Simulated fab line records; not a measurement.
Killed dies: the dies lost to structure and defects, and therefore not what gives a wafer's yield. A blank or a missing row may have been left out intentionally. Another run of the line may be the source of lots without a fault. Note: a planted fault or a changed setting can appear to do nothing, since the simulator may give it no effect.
fab line records    flow nand_harc    part 2 of 2: steps 19 to 29 of 29
record lots=5  wafers=15  last_day=24
route steps=1159 shown A_CONTACT@858
lots with no fault: from the same line, run without faults
start_h: hours from the record's first day to the start of the lot's first wafer shown    wait_h: how many hours have passed since the lot's step before this one    " as in the row above    L1.1+2: a row that stands for several wafers    - either no value or no given start    * or withheld: withheld    < > ~ a bound
route shown NAME@n: NAME is a module with steps in the file, n the number in the route of the first one    usual: average and standard deviation across the fault-free wafers    same: alike in all rows    chamber/n: place in a boat    sites: per-site readings    _std_site: standard deviation across them    _edge_site: inner sites' mean taken away from outer sites' mean    radius_mm: how far each site lies from the wafer's centre    mask NAME#n: copy n    behind: tool/chamber where the wafer was last shaped    hold: why the lot went on hold/how many hours it stayed there/how the hold came to an end    device: the transistor (n, p or np) that didn't switch    end of line: the same wafers' tests at the end of the route    a step with no rows: only its recipe    killed: at the first sort, the dies lost to defects and structure; wafer yield is something else    map: a wafer's dies, marking killed ones x, the rest . and places with no die _
set.NAME: the run value of the setting; set.NAME@STEP: its run value at that earlier step    model.NAME: the simulator's own value behind a step, which no gauge read
lots at selected steps of the route; one table per step, one row per wafer
services: a tool's chamber out of use, with start hour (start_h, from the record's first day; less than 0 if before it), hours out, and reason
## steps
# step NHARC_A_CONTACT_ETCH_96
# recipe target_depth_a=200  over_etch_frac=0.5  time_s=10  ion_energy_ev=250  c4f6_flow_sccm=25  o2_flow_sccm=20  ar_flow_sccm=500  rf_w=600  bias_w=500  chemistry=C4F6/O2
# usual c4f6_flow_sccm=24.99/0.076  drypump_motor_current_A=5.7/0.38  oes_product_au=0.964/0.026  rf_vpp_V=547/4  showerhead_plenum_p_Torr=3.91/0.19  throttle_valve_pct=26.903/0.0098
lot.wafer  tool         chamber  start_h  wait_h  c4f6_flow_sccm  drypump_motor_current_A  oes_product_au  rf_hours_counter_h  rf_vpp_V  showerhead_plenum_p_Torr  throttle_valve_pct
L079.4     rie_diel-03  3        -        -       24.84           5.3                      0.972           28                  542       3.64                      26.903
L079.3     "            0        "        "       24.86           5.6                      0.961           28                  547       3.93                      26.905
L079.5     "            2        "        "       25.07           5.8                      0.941           -                   551       4.14                      26.906
L085.2     rie_diel-03  1        -        -       24.95           6.4                      0.943           7                   543       3.67                      26.901
L085.6     "            0        "        "       25.02           5.6                      0.939           -                   546       3.92                      26.902
L085.5     "            1        "        "       25.09           6.4                      0.944           -                   540       3.67                      26.891
L088.3     rie_diel-03  0        -        -       24.80           5.5                      0.919           10                  547       3.92                      26.903
L088.6     "            3        "        "       25.00           5.3                      0.955           -                   554       4.22                      26.918
L088.5     "            0        "        "       24.98           5.5                      0.931           -                   547       3.92                      26.877
L091.1     rie_diel-03  3        -        -       25.06           5.3                      1.003           13                  553       4.22                      26.906
L091.6     "            2        "        "       24.98           5.7                      0.981           -                   551       4.13                      26.909
L091.5     "            3        "        "       24.99           5.3                      1.000           -                   554       4.22                      26.899
L096.2     rie_diel-05  0        -        -       24.91           6.3                      0.938           57                  546       3.89                      26.906
L096.3     "            1        "        "       24.93           5.6                      0.935           58                  543       3.72                      26.887
L096.1     "            3        "        "       25.03           5.4                      0.969           57                  547       3.97                      26.909
# step NHARC_A_CONTACT_CD_MEAS_53
# usual cd_nm=189.8/0.87
lot.wafer  tool       chamber  start_h  wait_h  cd_nm
L079.3     cd_sem-01  -        382.44   -       187.3
L079.4     "          -        "        "       187.1
L079.5     "          -        "        "       187.4
L085.2     cd_sem-02  -        451.86   -       189.9
L085.5     "          -        "        "       190.2
L085.6     "          -        "        "       189.1
L088.3     cd_sem-01  -        460.65   -       189.5
L088.5     "          -        "        "       189.9
L088.6     "          -        "        "       189.5
L091.1     cd_sem-03  -        473.97   -       191.2
L091.5     "          -        "        "       190.8
L091.6     "          -        "        "       191.1
L096.1     cd_sem-03  -        500.63   -       189.4
L096.2     "          -        "        "       188.8
L096.3     "          -        "        "       188.6
# step NHARC_A_CONTACT_STRIP_99
# recipe n2_flow_sccm=150  h2_flow_sccm=150  ar_flow_sccm=0  bias_w=0  chemistry=N2/H2
lot.wafer   tool         chamber  start_h  wait_h
L079.4+3+5  rie_diel-03  0,2,1    382.50   0.1
L085.2+6+5  rie_diel-03  2,2,3    451.93   0.1
L088.3+6+5  rie_diel-03  3,0,1    460.76   0.1
L091.1+5+6  rie_diel-03  2,3,0    474.07   0.1
L096.3+2+1  rie_diel-03  2,3,1    500.71   0.1
# step NHARC_A_CONTACT_STRIP_100
# recipe cf4_flow_sccm=100  chf3_flow_sccm=30  ar_flow_sccm=0  bias_w=0  chemistry=CF4/CHF3
lot.wafer   tool         chamber  start_h  wait_h
L079.4+3+5  rie_diel-03  1,3,0    382.62   0.1
L085.2+5+6  rie_diel-03  2,0,1    452.03   0.1
L088.3+5+6  rie_diel-03  3,0,1    460.83   0.1
L091.1+5+6  rie_diel-03  3,2,3    474.14   0.1
L096.2+1+3  rie_diel-03  3,0,2    500.80   0.1
# step NHARC_A_CONTACT_STRIP_101
# recipe o2_flow_sccm=400  cos_flow_sccm=20  ar_flow_sccm=0  bias_w=0  chemistry=O2/COS
lot.wafer   tool         chamber  start_h  wait_h
L079.3+4+5  rie_diel-03  3,1,0    382.68   0.1
L085.2+6+5  rie_diel-03  3,3,0    452.09   0.1
L088.3+6+5  rie_diel-03  2,2,3    460.89   0.0
L091.1+5+6  rie_diel-03  0,1,2    474.21   0.1
L096.3+1+2  rie_diel-03  1,3,0    500.86   0.0
# step NHARC_A_CONTACT_ETCH_102
# recipe target_depth_a=700  overetch_a=70  time_s=38.5  ion_energy_ev=100  cf4_flow_sccm=80  o2_flow_sccm=20  ar_flow_sccm=0  rf_w=300  bias_w=100  chemistry=CF4/O2
# usual drypump_motor_current_A=5.7/0.37  oes_product_au=0.997/0.011  rf_vpp_V=198.0/1.6  showerhead_plenum_p_Torr=1.35/0.072  throttle_valve_pct=13.397/0.0094
lot.wafer  tool         chamber  start_h  wait_h  drypump_motor_current_A  oes_product_au  rf_hours_counter_h  rf_vpp_V  showerhead_plenum_p_Torr  throttle_valve_pct
L079.3     rie_diel-03  1        382.95   0.3     6.4                      0.992           30                  195.9     1.25                      13.406
L079.4     "            3        "        "       5.2                      1.021           29                  194.7     1.23                      13.401
L079.5     "            1        "        "       6.4                      1.002           -                   196.5     1.25                      13.392
L085.2     rie_diel-03  3        452.16   0.1     5.2                      1.001           8                   199.2     1.44                      13.385
L085.5     "            1        "        "       6.4                      0.981           -                   193.7     1.24                      13.402
L085.6     "            2        "        "       5.7                      0.996           -                   198.4     1.41                      13.393
L088.3     rie_diel-03  3        460.95   0.1     5.2                      1.011           11                  199.6     1.44                      13.409
L088.5     "            2        "        "       5.7                      0.989           -                   197.8     1.41                      13.397
L088.6     "            3        "        "       5.2                      1.006           -                   198.8     1.44                      13.401
L091.1     rie_diel-03  2        474.26   0.0     5.7                      0.986           13                  197.3     1.41                      13.394
L091.6     "            2        "        "       5.7                      0.995           -                   199.1     1.41                      13.386
L091.5     "            3        "        "       5.2                      0.998           -                   199.8     1.44                      13.403
L096.2     rie_diel-03  2        500.93   0.0     5.7                      0.986           17                  199.9     1.41                      13.394
L096.1     "            3        "        "       5.2                      0.999           17                  199.0     1.44                      13.400
L096.3     "            1        "        "       6.4                      0.990           16                  198.0     1.24                      13.398
# step NHARC_A_CONTACT_STRIP_55
# recipe o2_flow_sccm=500  ar_flow_sccm=0  bias_w=0  chemistry=O2
# usual drypump_motor_current_A=5.7/0.38  oes_product_au=0.996/0.011  rf_vpp_V=57.7/0.93  showerhead_plenum_p_Torr=3.55/0.18  throttle_valve_pct=17.037/0.0082
lot.wafer  tool         chamber  start_h  wait_h  drypump_motor_current_A  oes_product_au  rf_hours_counter_h  rf_vpp_V  showerhead_plenum_p_Torr  throttle_valve_pct
L079.3     rie_diel-03  2        -        -       5.7                      0.985           30                  58.1      3.72                      17.039
L079.4     "            3        "        "       5.3                      1.004           29                  56.8      3.27                      17.027
L079.5     "            3        "        "       5.3                      1.015           -                   57.0      3.27                      17.016
L085.2     rie_diel-03  2        -        -       5.7                      0.996           8                   58.9      3.72                      17.029
L085.6     "            3        "        "       5.3                      1.007           -                   58.5      3.80                      17.041
L085.5     "            0        "        "       5.6                      0.981           -                   57.5      3.53                      17.037
L088.3     rie_diel-03  3        -        -       5.3                      1.002           11                  58.2      3.80                      17.032
L088.5     "            0        "        "       5.6                      0.990           -                   57.8      3.52                      17.027
L088.6     "            1        "        "       6.4                      0.983           -                   56.2      3.30                      17.042
L091.1     rie_diel-03  1        -        -       6.4                      0.993           12                  56.4      3.30                      17.035
L091.6     "            2        "        "       5.7                      0.998           -                   58.6      3.72                      17.031
L091.5     "            3        "        "       5.3                      1.018           -                   58.5      3.80                      17.028
L096.1     rie_diel-03  2        -        -       5.8                      0.997           17                  57.8      3.71                      17.036
L096.2     "            3        "        "       5.3                      1.009           17                  59.2      3.80                      17.042
L096.3     "            0        "        "       5.6                      0.971           16                  56.9      3.52                      17.029
# step NHARC_A_CONTACT_STRIP_56
# recipe time_s=600  temp_c=30  chemistry=post_etch_residue_remover
lot.wafer   tool          chamber  start_h  wait_h
L079.5+4+3  wet_bench-04  3,4,7    383.33   -
L085.2+5+6  wet_bench-05  3,5,0    452.53   -
L088.5+6+3  wet_bench-05  5,0,1    461.33   -
L091.1+6+5  wet_bench-05  1,4,6    475.11   -
L096.1+3+2  wet_bench-05  4,0,1    501.31   -
# step NHARC_A_CONTACT_DEP_57
# recipe target_thk_a=28000  temp_c=400  material=aC
# usual throttle_valve_pct=35.000/0.0095
lot.wafer  tool        chamber  start_h  wait_h  throttle_valve_pct
L079.3     acl_dep-02  0        384.17   -       35.016
L079.4     "           0        "        "       35.006
L079.5     "           0        "        "       34.983
L085.2     acl_dep-01  0        453.08   -       35.009
L085.5     "           0        "        "       34.982
L085.6     "           0        "        "       35.012
L088.3     acl_dep-02  0        463.29   -       34.976
L088.5     "           0        "        "       35.002
L088.6     "           0        "        "       34.993
L091.1     acl_dep-03  0        475.38   -       35.012
L091.5     "           0        476.54   -       35.018
L091.6     "           0        "        "       34.998
L096.1     acl_dep-02  0        501.58   -       35.008
L096.2     "           0        "        "       34.995
L096.3     "           0        "        "       35.004
# step NHARC_A_CONTACT_DEP_58
# recipe target_thk_a=600  target_thk_nm=60  temp_c=400  pressure_torr=3.5  flow_sccm=200  rf_w=350  material=SiON
# usual heater_power_w=816/85
lot.wafer  tool      chamber  start_h  wait_h  heater_power_w
L079.3     pecvd-03  0        385.41   0.9     704
L079.4     "         1        "        "       841
L079.5     "         2        "        "       762
L085.2     pecvd-02  0        454.57   1.2     1020
L085.6     "         1        "        "       766
L085.5     "         0        "        "       1024
L088.3     pecvd-02  2        464.49   0.9     803
L088.5     "         2        "        "       829
L088.6     "         0        "        "       1010
L091.1     pecvd-02  0        477.14   1.5     1046
L091.6     "         0        "        "       1020
L091.5     "         2        "        "       724
L096.2     pecvd-01  2        503.32   1.2     798
L096.3     "         0        "        "       729
L096.1     "         1        "        "       889
# step NHARC_A_CONTACT_DEHYDRATE_59
# recipe temp_c=150  time_s=120
lot.wafer   tool            chamber  start_h  wait_h
L079.3+4+5  litho_track-06  0        385.62   0.2
L085.2+5+6  litho_track-01  0        454.89   0.3
L088.3+5+6  litho_track-01  0        464.73   0.2
L091.1+5+6  litho_track-01  0        477.41   0.2
L096.1+2+3  litho_track-06  0        503.59   0.2
## services
tool             chamber  start_h  hours  kind
pecvd-01         0        365.15   14.1   repair
rie_diel-03      0        371.35   -      clean
rie_diel-03      1        371.35   -      clean
rie_diel-03      2        371.35   -      clean
rie_diel-03      3        371.35   -      clean
wet_bench-05     -        372.80   8.0    pm
wet_bench-04     -        390.51   5.7    repair
rie_diel-03      -        392.30   9.0    pm
rie_diel-03      0        392.30   9.0    vent_cycle
rie_diel-03      1        392.30   9.0    vent_cycle
rie_diel-03      2        392.30   9.0    vent_cycle
rie_diel-03      3        392.30   9.0    vent_cycle
rie_diel-03      0        401.30   -      clean
rie_diel-13      2        402.42   2.0    repair
acl_dep-03       -        406.00   13.0   pm
rie_diel-13      -        417.30   0.8    repair
pecvd-01         -        418.00   13.0   pm
litho_track-01   -        443.00   7.0    pm
pecvd-02         2        447.01   11.5   repair
rie_diel-13      -        453.19   9.0    pm
litho_track-06   -        467.00   7.0    pm
pecvd-03         -        473.29   13.0   pm
acl_dep-01       -        477.99   13.0   pm
har_cap_etch-03  -        496.44   0.7    repair
